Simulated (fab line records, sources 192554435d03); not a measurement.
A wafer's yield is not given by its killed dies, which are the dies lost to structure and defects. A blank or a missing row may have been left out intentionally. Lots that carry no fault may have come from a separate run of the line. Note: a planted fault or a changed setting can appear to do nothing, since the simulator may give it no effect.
Comparing a struck lot with a sound one    flow n5-finfet    27 steps out of a route of 1938
Sound: wafers L250.3, L250.5, L250.6. The struck wafers were L257.1, L257.4, L257.5. Last of all comes the cause.
Each step with rows lists, per side, the tool, then ch with its chambers, then its first start. Under that, the readings that differ: sound wafers    struck wafers    difference of the means    sigmas: that difference in standard deviations of wafers without a fault.
alike: readings whose means differ by less than 2 such deviations, and words and numbers that are the same on both sides. not compared: withheld readings, readings that some wafer has no value for, bounds like >300 that may hide the same value, and numbers for which the record gives no deviation and whose values overlap.
A row with sigmas, a row that says differs or no value, or rows on one side alone: a step with any of these is where the two part. Non-overlapping numbers with no deviation appear without sigmas and do not part them. A reading that every wafer of one side lacks parts them only if that side has two wafers or more.

first, 1 step without rows for these wafers: N5_BEOL_M0_WET_ETCH_106 (etches SiO2 in DHF, target depth 130 nm, rinse time 30 s).
N5_BEOL_M0_ETCH_128: etches SiCN in CF4/N2, target depth 12 nm, overetch 5.1 nm, time 21.4 s.
  sound on rie-diel-02 ch 1,3, day 6 15:13; struck on rie-diel-05 ch 0,3, day 8 06:58
  alike: drypump-motor-current-A, oes-product-au, rf-vpp-V, showerhead-plenum-p-Torr, throttle-valve-pct
  not compared: rf-hours-counter-h
N5_BEOL_M0_TRENCH_ETCH_107: etches SiOC in C4F6/O2, target depth 32.8 nm, time 16.4 s.
  sound on rie-diel-02 ch 1,3, day 6 15:16; struck on rie-diel-05 ch 0,3, day 8 07:01
  alike: drypump-motor-current-A, oes-product-au, rf-vpp-V, showerhead-plenum-p-Torr, throttle-valve-pct
  not compared: rf-hours-counter-h
then, 1 step without rows for these wafers: N5_BEOL_M0_STRIP_142 (strips in N2/H2, time 10 s).
N5_BEOL_M0_OCD_MEAS_108:
  sound on ocd-02 at day 6 15:24; struck on ocd-01 at day 8 07:07
  alike: trench-depth-nm
then, 2 steps without rows for these wafers: N5_BEOL_M0_HM_STRIP_129 (strips TiN in peroxide tin strip, target depth 17 nm, time 108 s); N5_BEOL_M0_SRD_130 (time 30 s).
N5_BEOL_M0_ETCH_109: etches SiCN in CH3F/O2, target depth 8 nm, overetch 2.4 nm, time 27.4 s.
  sound on rie-diel-06 ch 2,3, day 6 15:31; struck on rie-diel-05 ch 2,3, day 8 07:48
  alike: drypump-motor-current-A, oes-product-au, rf-vpp-V, showerhead-plenum-p-Torr, throttle-valve-pct
  not compared: rf-hours-counter-h
then, 4 steps without rows for these wafers: N5_BEOL_M0_STRIP_139 (strips in post etch residue remover, time 60 s); N5_BEOL_M0_SRD_111 (time 30 s); N5_BEOL_M0_DEGAS_112 (time 60 s); N5_BEOL_M0_PRE_CLEAN_113 (time 30 s).
N5_BEOL_M0_ALD_136: deposits TaN, pulse time 2 s, purge time 3 s, co reactant purge time 2 s.
  sound on ald-metal-02 ch 0,1,2, day 6 16:15; struck on ald-metal-03 ch 0,2,3, day 8 08:39
  no value came back on the struck wafers for ald-cycles, chamber-pressure-Torr (Torr), heater-power-w (W), purge-time-s (s); on the sound wafers ald-cycles reads 30 30 30
  not compared: since-wet-clean-h
then, 3 steps without rows for these wafers: N5_BEOL_M0_SURFACE_TREAT_137; N5_BEOL_M0_CVD_115 (deposits Co from CCTBA/H2, time 120 s); N5_BEOL_M0_SPUTTER_116 (material Cu, target thk 4 nm, time 7.37 s).
N5_BEOL_M0_ANNEAL_117: time 60 s.
  sound on pvd-sputter-01 at day 6 17:20; struck on pvd-sputter-01 at day 8 09:25
  alike: heater-power-w, susceptor_temp_C_max
then, 3 steps without rows for these wafers: N5_BEOL_M0_SPUTTER_132 (material Cu, target thk 4 nm, time 7.37 s); N5_BEOL_M0_ANNEAL_133 (time 60 s); N5_BEOL_M0_SPUTTER_134 (material Cu, target thk 4 nm, time 7.37 s).
N5_BEOL_M0_ANNEAL_135: time 60 s.
  sound on pvd-sputter-01 at day 6 17:35; struck on pvd-sputter-01 at day 8 09:40
  alike: heater-power-w, susceptor_temp_C_max
then, 3 steps without rows for these wafers: N5_BEOL_M0_SPUTTER_141 (material Cu, target thk 4 nm, time 7.37 s); N5_BEOL_M0_ECD_118 (material Cu, target thk 300 nm); N5_BEOL_M0_ANNEAL_119 (time 90 s).
N5_BEOL_M0_CMP_120: polishes, stops on SiOC, t overpolish 6.9 s.
  sound on cmp-04 ch 0,1,3, day 6 18:17; struck on cmp-03 ch 0,1,3, day 8 10:15
reading                       sound           struck          difference  sigmas
barrier-field-endpoint-s (s)  3.69 3.63 3.75  1.89 1.80 1.75  -1.88       -14
  alike: head-pressure-psi, motor-current-A
N5_BEOL_M4_RC_MEAS_101:
  the record has rows for the sound wafers here (prober-02 ch 0, day 8 16:13) and none for the struck ones
-- record jumps: 7 days separate the struck wafers' starts on either side; left off in module BEOL_M4, taken up again in module PASSIVATION, whose first shown step is the route's number 1936 --
N5_PASSIVATION_PROBE_49:
  sound on prober-02 at day 12 19:26; struck on prober-02 at day 15 04:29
reading                   sound           struck          difference  sigmas
defect-limited-yield (%)  89.7 88.9 91.3  0 0 0           -90         -60
killed_at_M0_to_M3        36 34 26        1114 1125 1116  +1086       +99 or more
killed-dies               121 131 103     1180 1180 1180  +1062       +59
killed-on-rim             17 14 10        152 152 152     +138        +34
sort_bin_5_function (%)   6.5 5.9 4.1     95.7 96.9 96.8  +91.0       +91
sort-n-pass               1059 1049 1077  0 0 0           -1062       -59
sort-yield-pct (%)        89.7 88.9 91.3  0 0 0           -90         -60
  alike: killed_at_M4_up, killed-at-contacts, killed-at-front-end, killed-at-other, killed-open, killed-short, sort_bin_6_memory

== WHERE THEY PART ==
First at N5_BEOL_M0_ALD_136; last, within this record, at N5_PASSIVATION_PROBE_49.

WHY: what had been put in by the simulator
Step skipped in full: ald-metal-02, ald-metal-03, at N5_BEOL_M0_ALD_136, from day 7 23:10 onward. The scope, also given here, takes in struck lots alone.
